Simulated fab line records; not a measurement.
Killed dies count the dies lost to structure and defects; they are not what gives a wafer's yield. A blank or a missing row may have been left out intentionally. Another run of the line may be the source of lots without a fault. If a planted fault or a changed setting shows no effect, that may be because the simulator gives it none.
Split-lot trial ; flow n5_finfet ; route with 1938 steps; 7 lots, 21 wafers read

== THE SPLIT ITSELF ==
At N5_BEOL_M8_ETCH_65 (etches SiARC in CF4, target depth 15.6 nm, time 26 s), the setting source_w was moved away from the recipe's 545 W on 9 of the 21 wafers read, by -13.3% to +14.0%. All remaining wafers had this setting at the recipe value.

Reading taken at the split's own step.

== THE READING ==
rf_vpp_V, in V, at N5_BEOL_M8_ETCH_65 (etches SiARC in CF4, target depth 15.6 nm, time 26 s). On this fab line, fault-free wafers typically give 184.2 V with a standard deviation of 1.2 V.

wafer;tool, chamber at the split;source_w as run, W;against the recipe;rf_vpp_V, V;against lot-mates on the recipe
L074.1;rie_diel-04, 3;545;recipe;182.6;-
L074.5;rie_diel-04, 2;472.5;-13.3%;193.2;+10.6
L074.6;rie_diel-04, 1;472.5;-13.3%;194.0;+11.4
L075.3;rie_diel-04, 1;545;recipe;185.7;-
L075.4;rie_diel-04, 3;545;recipe;181.3;-
L075.5;rie_diel-04, 3;545;recipe;183.6;-
L080.1;rie_diel-03, 0;545;recipe;182.2;-
L080.2;rie_diel-03, 3;621.4;+14.0%;174.9;-8.2
L080.3;rie_diel-03, 1;545;recipe;184.0;-
L084.2;rie_diel-04, 0;545;recipe;184.2;-
L084.3;rie_diel-04, 2;545;recipe;185.0;-
L084.5;rie_diel-04, 2;545;recipe;183.3;-
L089.2;rie_diel-05, 1;545;recipe;182.2;-
L089.5;rie_diel-05, 1;545;recipe;183.2;-
L089.6;rie_diel-05, 0;509.5;-6.5%;190.7;+8.0
L091.4;rie_diel-04, 2;584.6;+7.3%;179.8;-4.8
L091.5;rie_diel-04, 1;545;recipe;184.6;-
L091.6;rie_diel-04, 3;584.6;+7.3%;178.1;-6.5
L095.3;rie_diel-05, 0;494.7;-9.2%;193.7;no lot-mate on the recipe
L095.4;rie_diel-05, 2;494.7;-9.2%;192.2;no lot-mate on the recipe
L095.5;rie_diel-05, 0;494.7;-9.2%;191.4;no lot-mate on the recipe

THE FIT
A straight line over all 21 wafers: rf_vpp_V changes by -0.767 V for each +1% of source_w; r = -0.97; the points scatter about the line by 1.4 V.
The same after taking each lot's own level away (the mean of its wafers on the recipe; 18 wafers): -0.773 V for each +1%; r = -0.97; scatter 1.3 V.
That fit puts the effect of the largest move of source_w on the reading at 11 V.
Across the lots, their own levels run from 182.60 to 184.60 V, a range of 1.7 times the standard deviation given above.
Hence the lot-to-lot level has little effect on the slope; both slopes agree.
Check: for one of the wafers moved furthest among these (+14.0%), held out of the fit, the line's prediction against its lot-mates is -11.7 V. Against them it came out at -8.2 V.
Tool readings at the split's step, against how far the setting was moved: etch_rf_on_time_s r = -0.93; rf_vpp_V r = -0.97.

== OTHER SPLITS ON THESE WAFERS ==
These wafers also went through other splits before the reading. Each is held against what the fit with the lots' levels taken away leaves over:
other split on the same wafers;wafers away from the commonest value;r with rf_vpp_V (lot level and that fit taken away)
N5_BEOL_M8_COAT_22 spin_rpm;6;+0.09

== THE WHOLE CHAIN: every reading that the file lists as answering this split, in the file's order ==
step;what it does;reading;change (the file's fit);r (the file's)
N5_BEOL_M8_ETCH_65;etches SiARC in CF4, target depth 15.6 nm, time 26 s;etch_rf_on_time_s;withheld for each +1% of the setting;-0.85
N5_BEOL_M8_ETCH_65;etches SiARC in CF4, target depth 15.6 nm, time 26 s;rf_vpp_V;-0.754 V for each +1% of the setting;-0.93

== THE FILE'S OWN FIT ==
rf_vpp_V changes by -0.754 V for each +1% of source_w, r = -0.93.
